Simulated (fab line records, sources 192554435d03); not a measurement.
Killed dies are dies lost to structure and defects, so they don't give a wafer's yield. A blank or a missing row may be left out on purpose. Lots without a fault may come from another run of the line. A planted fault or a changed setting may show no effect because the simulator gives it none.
Which tool did it? | flow n5_finfet | 15 lots, 45 wafers sampled, at 6 steps of a route of 1938

WHAT THE GAUGES READ, wafer by wafer
N5_BEOL_M4_THK_MEAS_53: measures by xrf. Usual: M4_THK 40.2 nm, standard deviation 1.5.
lot  | measured     | on            | M4_THK (nm)    | flag
L808 | day 8 14:14  | film_metro-01 | 41.1 41.3 39.3 |
L810 | day 8 20:44  | film_metro-01 | 40.8 39.5 41.3 |
L809 | day 8 20:58  | film_metro-02 | 40.3 40.0 39.4 |
L812 | day 9 02:59  | film_metro-02 | 37.3 37.0 38.9 |
L817 | day 10 19:25 | film_metro-01 | 40.6 39.5 38.1 |
L818 | day 10 20:08 | film_metro-02 | 39.8 40.0 41.0 |
L821 | day 11 01:22 | film_metro-02 | 41.8 40.8 41.0 |
L820 | day 11 20:11 | film_metro-01 | 41.9 40.4 41.2 |
L823 | day 12 04:20 | film_metro-01 | 42.8 39.5 40.9 |
L824 | day 12 06:22 | film_metro-02 | 39.7 39.2 40.7 |
L825 | day 12 09:55 | film_metro-02 | 41.5 39.7 37.9 |
L826 | day 12 10:11 | film_metro-01 | 38.9 40.7 38.9 |
L827 | day 13 03:43 | film_metro-01 | 38.9 39.8 42.3 |
L828 | day 13 07:17 | film_metro-01 | 37.1 42.5 41.8 |
L829 | day 13 12:13 | film_metro-01 | 38.8 39.7 42.2 |

N5_BEOL_M4_RS_MEAS_58: measures by four-point-probe. Usual: M4_RS 0.67 ohm/sq, standard deviation 0.033.
lot  | measured     | on            | M4_RS (ohm/sq) | flag
L808 | day 8 14:31  | film_metro-02 | 0.65 0.64 0.69 |
L810 | day 8 21:01  | film_metro-02 | 0.64 0.67 0.63 |
L809 | day 8 21:25  | film_metro-02 | 0.67 0.67 0.69 |
L812 | day 9 03:18  | film_metro-02 | 0.73 0.74 0.69 |
L817 | day 10 19:41 | film_metro-02 | 0.65 0.67 0.71 |
L818 | day 10 20:25 | film_metro-02 | 0.67 0.67 0.65 |
L821 | day 11 01:50 | film_metro-02 | 0.64 0.65 0.65 |
L820 | day 11 20:26 | film_metro-01 | 0.63 0.66 0.65 |
L823 | day 12 04:36 | film_metro-02 | 0.62 0.69 0.66 |
L824 | day 12 06:37 | film_metro-02 | 0.68 0.69 0.66 |
L825 | day 12 10:11 | film_metro-01 | 0.65 0.68 0.72 |
L826 | day 12 10:27 | film_metro-02 | 0.69 0.65 0.69 |
L827 | day 13 03:59 | film_metro-02 | 0.69 0.67 0.62 |
L828 | day 13 07:41 | film_metro-02 | 0.73 0.62 0.63 |
L829 | day 13 12:28 | film_metro-02 | 0.69 0.68 0.62 |

N5_BEOL_M5_CD_MEAS_18: pitch 56 nm, target cd 28 nm. Usual: cd_nm 28.1 nm, standard deviation 0.4.
lot  | measured     | on        | cd_nm (nm)     | flag
L808 | day 8 18:01  | cd_sem-03 | 27.7 28.3 28.0 |
L810 | day 9 00:45  | cd_sem-01 | 27.8 27.8 28.4 |
L809 | day 9 01:00  | cd_sem-03 | 28.4 28.4 28.2 |
L812 | day 9 09:55  | cd_sem-02 | 27.3 27.6 27.9 |
L817 | day 10 22:53 | cd_sem-01 | - - -          | OFF
L818 | day 10 23:32 | cd_sem-02 | - - -          | OFF
L821 | day 11 05:54 | cd_sem-01 | - - -          | OFF
L820 | day 11 23:15 | cd_sem-03 | 28.0 28.5 28.0 |
L823 | day 12 07:41 | cd_sem-01 | 28.5 27.8 27.9 |
L824 | day 12 12:25 | cd_sem-01 | 28.0 27.6 27.0 |
L825 | day 12 13:25 | cd_sem-02 | 28.4 28.1 28.3 |
L826 | day 12 13:36 | cd_sem-03 | 28.0 27.9 28.8 |
L827 | day 13 08:06 | cd_sem-01 | 27.8 27.4 28.5 |
L828 | day 13 13:31 | cd_sem-01 | 28.5 28.4 28.0 |
L829 | day 13 17:01 | cd_sem-01 | 27.7 27.9 28.3 |

WHICH TOOL RAN EACH LOT (tool, then ch and the chambers of the sampled wafers, then the start)
lot  | N5_BEOL_M4_CMP_52             | N5_BEOL_M5_HM_DEP_02         | N5_BEOL_M5_HM_OPEN_17
L808 | cmp-03 ch 0,1,3, day 8 13:56  | pvd_sputter-01, day 8 17:01  | rie_metal-01 ch 0,1, day 8 17:49
L810 | cmp-03 ch 0,1,3, day 8 20:28  | pvd_sputter-01, day 8 23:40  | rie_metal-03 ch 0,1, day 9 00:34
L809 | cmp-03 ch 2,3, day 8 20:40    | pvd_sputter-03, day 8 23:43  | rie_metal-03 ch 0,1, day 9 00:50
L812 | cmp-03 ch 0,1,2, day 9 02:41  | pvd_sputter-03, day 9 08:50  | rie_metal-02 ch 0,1, day 9 09:44
L817 | cmp-04 ch 0,1,2, day 10 19:09 | pvd_sputter-03, day 10 21:48 | rie_metal-03 ch 1, day 10 22:41
L818 | cmp-04 ch 1,2,3, day 10 19:51 | pvd_sputter-03, day 10 22:29 | rie_metal-01 ch 0,1, day 10 23:21
L821 | cmp-03 ch 1,2, day 11 01:04   | pvd_sputter-01, day 11 04:58 | rie_metal-01 ch 0,1, day 11 05:45
L820 | cmp-03 ch 0,1,2, day 11 19:58 | pvd_sputter-01, day 11 22:08 | rie_metal-03 ch 0,1, day 11 23:01
L823 | cmp-01 ch 0,2,3, day 12 04:10 | pvd_sputter-01, day 12 06:41 | rie_metal-03 ch 0,1, day 12 07:31
L824 | cmp-01 ch 0,1,2, day 12 06:04 | pvd_sputter-01, day 12 11:20 | rie_metal-01 ch 0,1, day 12 12:14
L825 | cmp-01 ch 1,2,3, day 12 09:38 | pvd_sputter-01, day 12 12:21 | rie_metal-01 ch 0,1, day 12 13:14
L826 | cmp-03 ch 2,3, day 12 09:54   | pvd_sputter-01, day 12 12:27 | rie_metal-01 ch 0,1, day 12 13:25
L827 | cmp-03 ch 1,2, day 13 03:25   | pvd_sputter-01, day 13 06:40 | rie_metal-03 ch 0,1, day 13 07:55
L828 | cmp-03 ch 0,1,3, day 13 07:04 | pvd_sputter-03, day 13 12:34 | rie_metal-03 ch 0,1, day 13 13:20
L829 | cmp-03 ch 0,1, day 13 11:55   | pvd_sputter-03, day 13 16:03 | rie_metal-01 ch 0,1, day 13 16:49
- N5_BEOL_M4_CMP_52: polishes, stops on SiOC, t overpolish 6.8 s, target thk 40 nm.
- N5_BEOL_M5_HM_DEP_02: deposits TiN, target thk 20 nm.
- N5_BEOL_M5_HM_OPEN_17: chemistry Cl2/BCl3, target TiN, target depth 20 nm, overetch 6 nm.

WHAT THE TOOLS THEMSELVES READ (means of the sampled wafers that have a number; where no wafer has one, the mark that the record gives instead)
N5_BEOL_M4_CMP_52. Usual: barrier_field_endpoint_s 25.1 s, standard deviation 0.61; motor_current_A 6.1 A, standard deviation 0.34; overpolish_run_s 6.798 s, standard deviation 0.009; retaining_ring_pressure_frac 1.000, standard deviation 0.0049; time_to_endpoint_s 64 s, standard deviation 3.
lot  | tool   | barrier_field_endpoint_s (s) | motor_current_A (A) | overpolish_run_s (s) | retaining_ring_pressure_frac | time_to_endpoint_s (s) | flag
L808 | cmp-03 | 24.5                         | 6.3                 | 6.805                | 0.994                        | 59                     |
L810 | cmp-03 | 24.6                         | 6.3                 | 6.803                | 0.995                        | 61                     |
L809 | cmp-03 | 25.0                         | 6.3                 | 6.796                | 1.005                        | 61                     |
L812 | cmp-03 | 24.9                         | 6.3                 | 6.798                | 0.997                        | 65                     |
L817 | cmp-04 | 25.9                         | 5.8                 | 6.795                | 1.001                        | 67                     |
L818 | cmp-04 | 26.2                         | 6.3                 | 6.787                | 1.005                        | 65                     |
L821 | cmp-03 | 24.9                         | 6.5                 | 6.796                | 0.999                        | 62                     |
L820 | cmp-03 | 25.1                         | 6.2                 | 6.805                | 0.999                        | 64                     |
L823 | cmp-01 | 25.2                         | 5.7                 | 6.794                | 1.000                        | 62                     |
L824 | cmp-01 | 25.0                         | 5.9                 | 6.799                | 1.000                        | 66                     |
L825 | cmp-01 | 25.0                         | 5.9                 | 6.811                | 1.000                        | 65                     |
L826 | cmp-03 | 24.9                         | 6.4                 | 6.796                | 0.995                        | 63                     |
L827 | cmp-03 | 24.6                         | 6.4                 | 6.797                | 1.001                        | 63                     |
L828 | cmp-03 | 25.4                         | 6.5                 | 6.799                | 1.002                        | 67                     |
L829 | cmp-03 | 24.8                         | 6.2                 | 6.791                | 1.001                        | 63                     |

N5_BEOL_M5_HM_DEP_02. Usual: chamber_pressure_pa 0.5000 Pa, standard deviation 0.001; substrate_temp_c 25.01 C, standard deviation 0.1; throttle_valve_pct 29.8 %, standard deviation 1.3.
lot  | tool           | chamber_pressure_pa (Pa) | substrate_temp_c (C) | throttle_valve_pct (%) | flag
L808 | pvd_sputter-01 | 0.4990                   | 24.99                | 30.8                   |
L810 | pvd_sputter-01 | 0.5001                   | 25.03                | 30.9                   |
L809 | pvd_sputter-03 | 0.4998                   | 24.99                | 28.4                   |
L812 | pvd_sputter-03 | 0.5012                   | 25.05                | 29.7                   |
L817 | pvd_sputter-03 | -                        | -                    | -                      | OFF
L818 | pvd_sputter-03 | -                        | -                    | -                      | OFF
L821 | pvd_sputter-01 | -                        | -                    | -                      | OFF
L820 | pvd_sputter-01 | 0.5003                   | 25.03                | 30.1                   |
L823 | pvd_sputter-01 | 0.5003                   | 24.99                | 31.4                   |
L824 | pvd_sputter-01 | 0.5004                   | 24.96                | 31.5                   |
L825 | pvd_sputter-01 | 0.4996                   | 25.10                | 30.2                   |
L826 | pvd_sputter-01 | 0.4994                   | 25.02                | 30.3                   |
L827 | pvd_sputter-01 | 0.5000                   | 24.98                | 29.3                   |
L828 | pvd_sputter-03 | 0.4998                   | 24.91                | 29.1                   |
L829 | pvd_sputter-03 | 0.5016                   | 25.07                | 28.9                   |

N5_BEOL_M5_HM_OPEN_17. Usual: drypump_motor_current_A 5.9 A, standard deviation 0.36; mfc_ar_sccm 25.01 sccm, standard deviation 0.073; oes_product_au 0.66 a.u., standard deviation 0.1; throttle_valve_pct 22.34 %, standard deviation 0.25.
lot  | tool         | drypump_motor_current_A (A) | mfc_ar_sccm (sccm) | oes_product_au (a.u.) | throttle_valve_pct (%) | flag
L808 | rie_metal-01 | 5.7                         | 25.02              | 0.56                  | 22.53                  |
L810 | rie_metal-03 | 6.0                         | 25.00              | 0.59                  | 22.47                  |
L809 | rie_metal-03 | 6.0                         | 25.07              | 0.59                  | 22.48                  |
L812 | rie_metal-02 | 5.6                         | 25.01              | 0.63                  | 22.00                  |
L817 | rie_metal-03 | 6.0                         | 25.03              | 0.23                  | 23.34                  | OFF
L818 | rie_metal-01 | 6.0                         | 24.93              | 0.27                  | 23.18                  | OFF
L821 | rie_metal-01 | 5.7                         | 24.90              | 0.25                  | 23.19                  | OFF
L820 | rie_metal-03 | 6.0                         | 25.00              | 0.79                  | 22.28                  |
L823 | rie_metal-03 | 6.0                         | 25.04              | 0.73                  | 22.19                  |
L824 | rie_metal-01 | 5.7                         | 24.99              | 0.77                  | 22.34                  |
L825 | rie_metal-01 | 6.0                         | 25.01              | 0.69                  | 22.44                  |
L826 | rie_metal-01 | 5.6                         | 25.01              | 0.76                  | 22.33                  |
L827 | rie_metal-03 | 6.0                         | 25.00              | 0.72                  | 22.19                  |
L828 | rie_metal-03 | 6.0                         | 25.01              | 0.72                  | 22.18                  |
L829 | rie_metal-01 | 5.6                         | 25.00              | 0.74                  | 22.33                  |

THE ANSWER, worked out from the rows above alone
Rule: a lot is off if the mean of its wafers that have a number lies more than 3 standard deviations from the usual mean. A lot without any number at a reading at which 4 lots or more have one is off too. The other lots that the step has rows for count as sound. The gauges are gone through in route order, then the tools' own readings, and for those a lot's mean is taken as printed above. The first step at which some lot is off is used, and at that step the reading that is off furthest; a lot without a number counts as furthest.
Off: L817, L818, L821, at N5_BEOL_M5_CD_MEAS_18 (cd_nm). Without a number there: L817, L818, L821.
A tool fits if, at a process step before that reading, it ran every lot that is off, and no sound lot after the first of them. The gauges at N5_BEOL_M5_CD_MEAS_18 aren't tried: what is off there is off at N5_BEOL_M5_HM_DEP_02 too, on other tools, and a gauge's error can't cause that. None of those tried fits.

WHAT THE SIMULATOR HAD PUT IN
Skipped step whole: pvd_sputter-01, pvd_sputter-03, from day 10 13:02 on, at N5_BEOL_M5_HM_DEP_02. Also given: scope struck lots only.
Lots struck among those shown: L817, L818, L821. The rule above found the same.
